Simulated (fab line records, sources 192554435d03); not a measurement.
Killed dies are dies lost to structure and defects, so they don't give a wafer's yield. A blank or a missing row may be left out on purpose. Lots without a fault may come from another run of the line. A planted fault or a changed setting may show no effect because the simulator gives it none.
fab line records | flow n5_finfet
record lots=7 wafers=39
route steps=1938 shown DUMMY_GATE@228 HKMG_FIN@438 MOL_CONTACT_COAG@531
start_h: hours from the record's first day to the start of the lot's first wafer shown | wait_h: hours since the lot's step before | " the same as in the row above | L1.1+2: a row that stands for several wafers | - no value, or no start given | * or withheld: withheld | < > ~ a bound
route shown NAME@n: a module of which the file shows steps, and the number in the route of the first | usual: mean/standard deviation of fault-free wafers | same: alike in all rows | chamber/n: place in a boat | sites: the reading at each site | _std_site: their standard deviation | _edge_site: outer sites' mean less inner sites' | radius_mm: how far each site lies from the wafer's centre | mask NAME#n: copy n | behind: the tool/chamber that last shaped the wafer | hold: why the lot was held/for how many hours/how that ended | device: the transistor (n, p or np) that didn't switch | end of line: the same wafers' tests at the end of the route | a step without rows: its recipe alone | killed: dies lost to structure and defects at the first sort, not the wafer's yield | map: a wafer's dies, x killed, . not, _ none there
set.NAME: the setting as run; set.NAME@STEP: as run at that earlier step | model.NAME: the simulator's own value behind a step, which no gauge read
lots whose settings were changed on purpose; a table a step, a row a wafer
## steps
# step N5_DUMMY_GATE_EXPOSE_12
# recipe mask_id=GATE na=0.33 source_shape=annular sigma_inner=0.2 sigma_outer=0.6 polarization=unpolarized target_cd_nm=25 dose_mj=34
# columns lot.wafer tool chamber start_h wait_h mask set.dose_mj
L081.1+2+5 euv_scanner-02 0 88.72 - GATE#0 34
L081.3+4+6 " 0 " " GATE#0 32.76
L083.1+5+6 euv_scanner-01 0 102.19 - GATE#0 34.89
L083.2+3+4 " 0 " " GATE#0 34
L089.1+2+3 euv_scanner-01 0 135.09 - GATE#0 34
L089.4+5+6 " 0 " " GATE#0 33.28
L090.2+4+5 euv_scanner-01 0 141.33 - GATE#0 34
L094.1+3+4 euv_scanner-02 0 165.87 - GATE#0 31.4
L094.2+5+6 " 0 " " GATE#0 34
L096.1+4+6 euv_scanner-01 0 178.02 - GATE#0 36.59
L096.2+3+5 " 0 " " GATE#0 34
L097.1+3+4 euv_scanner-02 0 183.28 - GATE#0 35.95
L097.2+5+6 " 0 " " GATE#0 34
# step N5_DUMMY_GATE_PEB_13
# recipe peb_temp_c=100 peb_time_s=60 resist=CAR-EUV
# step N5_DUMMY_GATE_DEVELOP_14
# recipe develop_time_s=30 developer=TMAH resist=CAR-EUV rinse_liquid=surfactant_rinse dry=air_spin dev_temp_c=23
# step N5_DUMMY_GATE_CD_MEAS_15
# recipe target_cd_nm=25.8 landing_energy_ev=500 detector=se_inlens
# usual cd_nm=24.95/0.26
# columns lot.wafer tool chamber start_h wait_h set.dose_mj@DUMMY_GATE_EXPOSE_12 cd_nm
L081.1 cd_sem-01 0 88.85 - 34 24.90
L081.2 " 0 " " 34 25.12
L081.3 " 0 " " 32.76 25.83
L081.4 " 0 " " 32.76 25.48
L081.5 " 0 " " 34 25.13
L081.6 " 0 " " 32.76 25.64
L083.1 cd_sem-03 0 102.32 - 34.89 23.87
L083.2 " 0 " " 34 24.42
L083.3 " 0 " " 34 24.77
L083.4 " 0 " " 34 24.91
L083.5 " 0 " " 34.89 23.93
L083.6 " 0 " " 34.89 24.19
L089.1 cd_sem-03 0 135.21 - 34 24.57
L089.2 " 0 " " 34 24.76
L089.3 " 0 " " 34 24.85
L089.4 " 0 " " 33.28 25.48
L089.5 " 0 " " 33.28 25.19
L089.6 " 0 " " 33.28 25.44
L090.2 cd_sem-02 0 141.46 - 34 24.95
L090.4 " 0 " " 34 25.05
L090.5 " 0 " " 34 24.85
L094.1 cd_sem-03 0 166.00 - 31.4 26.49
L094.2 " 0 " " 34 25.14
L094.3 " 0 " " 31.4 26.62
L094.4 " 0 " " 31.4 26.06
L094.5 " 0 " " 34 24.71
L094.6 " 0 " " 34 24.75
L096.1 cd_sem-01 0 178.15 - 36.59 23.77
L096.2 " 0 " " 34 25.09
L096.3 " 0 " " 34 24.66
L096.4 " 0 " " 36.59 23.11
L096.5 " 0 " " 34 25.19
L096.6 " 0 " " 36.59 23.77
L097.1 cd_sem-01 0 183.41 - 35.95 23.83
L097.2 " 0 " " 34 25.07
L097.3 " 0 " " 35.95 24.19
L097.4 " 0 " " 35.95 24.29
L097.5 " 0 " " 34 24.88
L097.6 " 0 " " 34 25.07
# step N5_DUMMY_GATE_ETCH_31
# recipe chemistry=C4F6/O2 target=SiO2 mask_material=SOC target_depth_a=825 time_s=27.5 ion_energy_ev=250 pressure_mtorr=30 source_w=345 bias_w=185 Ar_flow_sccm=300 C4F6_flow_sccm=10 O2_flow_sccm=10
# columns lot.wafer tool chamber start_h wait_h set.target_depth_a model.etch.depth_nm model.SOC_of_DUMMY_GATE_COAT_34.thk_nm
L081.1 rie_diel-05 1 89.40 0.0 739.4 74.4 52.6
L081.2 " 2 " " 825 83.3 51.6
L081.3 " 0 " " 739.4 72.46 52.6
L081.4 " 3 " " 739.4 74.48 52.2
L081.5 " 0 " " 825 80.29 51.8
L081.6 " 1 " " 825 81.71 52
L083.1 rie_diel-03 0 102.88 0.0 825 83 51.4
L083.2 " 2 " " 780.8 77.79 52
L083.3 " 1 " " 825 81.49 51.8
L083.4 " 3 " " 780.8 79.15 51.8
L083.5 " 0 " " 825 82.79 51.6
L083.6 " 1 " " 780.8 77.07 52.2
L089.1 rie_diel-03 1 135.93 0.0 926.7 94.19 50.8
L089.2 " 0 " " 926.7 93.94 50.8
L089.3 " 2 " " 825 81.42 51.8
L089.4 " 3 " " 825 83.7 52
L089.5 " 0 " " 926.7 93.91 50.6
L089.6 " 1 " " 825 84.18 52
L090.2 rie_diel-05 0 142.54 0.2 825 81.26 52
L090.4 " 2 " " 825 84.13 51.8
L090.5 " 0 " " 825 81.32 52.4
L094.1 rie_diel-05 2 166.56 0.1 906.2 91.46 50.8
L094.2 " 3 " " 906.2 91.89 50.6
L094.3 " 1 " " 825 82.9 51.8
L094.4 " 0 " " 825 79.85 52
L094.5 " 3 " " 906.2 92.18 50.4
L094.6 " 2 " " 825 83.95 51.6
L096.1 rie_diel-03 0 178.71 0.0 778.4 78.39 52.2
L096.2 " 1 " " 778.4 78.37 52.2
L096.3 " 3 " " 778.4 79.02 52
L096.4 " 2 " " 825 81.11 51.8
L096.5 " 0 " " 825 83.45 51.8
L096.6 " 3 " " 825 83.69 51.8
L097.1 rie_diel-05 3 183.98 0.0 825 83.91 51.4
L097.2 " 2 " " 825 83.95 52
L097.3 " 0 " " 825 80.92 52
L097.4 " 1 " " 825 83.46 52
L097.5 " 3 " " 825 83.66 51.6
L097.6 " 2 " " 825 83.53 51.8
# step N5_HKMG_FIN_ETCH_35
# recipe chemistry=N2/H2 target=SOC target_depth_a=2158 ion_energy_ev=65 bias_w=5 source_w=3000 time_s=243.4 pressure_mtorr=30 n2_flow_sccm=200 h2_flow_sccm=200
# usual rf_vpp_V=141.8/1
# columns lot.wafer tool chamber start_h wait_h set.bias_w rf_vpp_V
L081.1 rie_diel-01 1 119.15 0.0 4.216 126.8
L081.2 " 2 " " 4.216 124.5
L081.3 " 0 " " 5 142.4
L081.4 " 3 " " 4.216 127.3
L081.5 " 0 " " 5 140.9
L081.6 " 3 " " 5 142.2
L083.1 rie_diel-06 2 130.73 0.0 5 143.7
L083.2 " 3 " " 5.528 150.5
L083.3 " 1 " " 5 142.1
L083.4 " 0 " " 5 141.6
L083.5 " 2 " " 5.528 152.2
L083.6 " 1 " " 5.528 151.8
L089.1 rie_diel-01 2 164.10 0.0 5 140.5
L089.2 " 0 " " 5.664 154.5
L089.3 " 1 " " 5.664 155.2
L089.4 " 3 " " 5.664 153.5
L089.5 " 3 " " 5 140.8
L089.6 " 0 " " 5 142.2
L090.2 rie_diel-04 1 170.48 0.0 5 140.2
L090.4 " 3 " " 5 140.4
L090.5 " 3 " " 5 140.3
L094.1 rie_diel-06 0 194.16 0.0 4.195 124.5
L094.2 " 2 " " 5 142.7
L094.3 " 3 " " 5 139.9
L094.4 " 2 " " 4.195 127.1
L094.5 " 3 " " 4.195 124.8
L094.6 " 0 " " 5 140.5
L096.1 rie_diel-06 0 208.08 0.0 5 142.6
L096.2 " 2 " " 5 141.0
L096.3 " 3 " " 5.332 148.2
L096.4 " 0 " " 5 141.5
L096.5 " 2 " " 5.332 148.2
L096.6 " 3 " " 5.332 148.8
L097.1 rie_diel-06 3 214.59 0.0 5.845 157.2
L097.2 " 2 " " 5.845 157.5
L097.3 " 0 " " 5 141.1
L097.4 " 2 " " 5.845 155.8
L097.5 " 3 " " 5 141.4
L097.6 " 0 " " 5 140.1
# step N5_MOL_CONTACT_COAG_ETCH_105
# recipe chemistry=CF4 target=SiARC target_depth_a=156 mask_material=CAR-EUV time_s=26 ion_energy_ev=80 pressure_mtorr=40 source_w=545 bias_w=36 Ar_flow_sccm=100 cf4_flow_sccm=100 ends=cleared
# usual rf_vpp_V=184.1/1
# columns lot.wafer tool chamber start_h wait_h set.bias_w rf_vpp_V
L081.1 rie_diel-01 0 130.87 0.0 36 183.7
L081.2 " 3 " " 42.46 204.2
L081.3 " 1 " " 36 184.9
L081.4 " 2 " " 36 182.4
L081.5 " 3 " " 42.46 205.4
L081.6 " 0 " " 42.46 205.2
L083.1 rie_diel-06 2 142.84 0.0 36 185.2
L083.2 " 0 " " 41.51 200.8
L083.3 " 1 " " 36 183.9
L083.4 " 3 " " 41.51 200.8
L083.5 " 1 " " 36 185.1
L083.6 " 2 " " 41.51 202.8
L089.1 rie_diel-06 0 176.44 0.0 36 184.2
L089.2 " 2 " " 41.01 199.5
L089.3 " 1 " " 41.01 201.5
L089.4 " 3 " " 36 184.5
L089.5 " 2 " " 41.01 201.7
L089.6 " 1 " " 36 186.8
L090.2 rie_diel-04 1 182.49 0.0 36 184.1
L090.4 " 2 " " 36 185.9
L090.5 " 1 " " 36 183.9
L094.1 rie_diel-06 0 206.08 0.0 36 181.8
L094.2 " 3 " " 36 183.4
L094.3 " 2 " " 36 183.7
L094.4 " 0 " " 36 184.1
L094.5 " 3 " " 36 184.0
L094.6 " 2 " " 36 184.5
L096.1 rie_diel-06 3 220.28 0.0 40.33 197.7
L096.2 " 0 " " 36 183.5
L096.3 " 2 " " 36 183.2
L096.4 " 3 " " 40.33 197.3
L096.5 " 0 " " 36 183.2
L096.6 " 2 " " 40.33 197.4
L097.1 rie_diel-04 1 227.61 0.0 36 183.1
L097.2 " 2 " " 38.1 191.8
L097.3 " 0 " " 36 184.1
L097.4 " 3 " " 38.1 190.6
L097.5 " 2 " " 38.1 191.9
L097.6 " 3 " " 36 183.0
## key
split step=N5_DUMMY_GATE_EXPOSE_12 setting=dose_mj stated=34 by=wafer
response step=N5_DUMMY_GATE_CD_MEAS_15 reading=cd_nm change=-0.19 per=1% r=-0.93
split step=N5_DUMMY_GATE_ETCH_31 setting=target_depth_a stated=825 by=wafer
response step=N5_DUMMY_GATE_ETCH_31 reading=model.etch.depth_nm change=+0.861 per=1% r=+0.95
response step=N5_DUMMY_GATE_ETCH_31 reading=model.SOC_of_DUMMY_GATE_COAT_34.thk_nm change=-0.09 per=1% r=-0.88
split step=N5_HKMG_FIN_ETCH_35 setting=bias_w stated=5 by=wafer
response step=N5_HKMG_FIN_ETCH_35 reading=rf_vpp_V change=+0.962 per=1% r=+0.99
split step=N5_MOL_CONTACT_COAG_ETCH_105 setting=bias_w stated=36 by=wafer
response step=N5_MOL_CONTACT_COAG_ETCH_105 reading=rf_vpp_V change=+1.16 per=1% r=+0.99
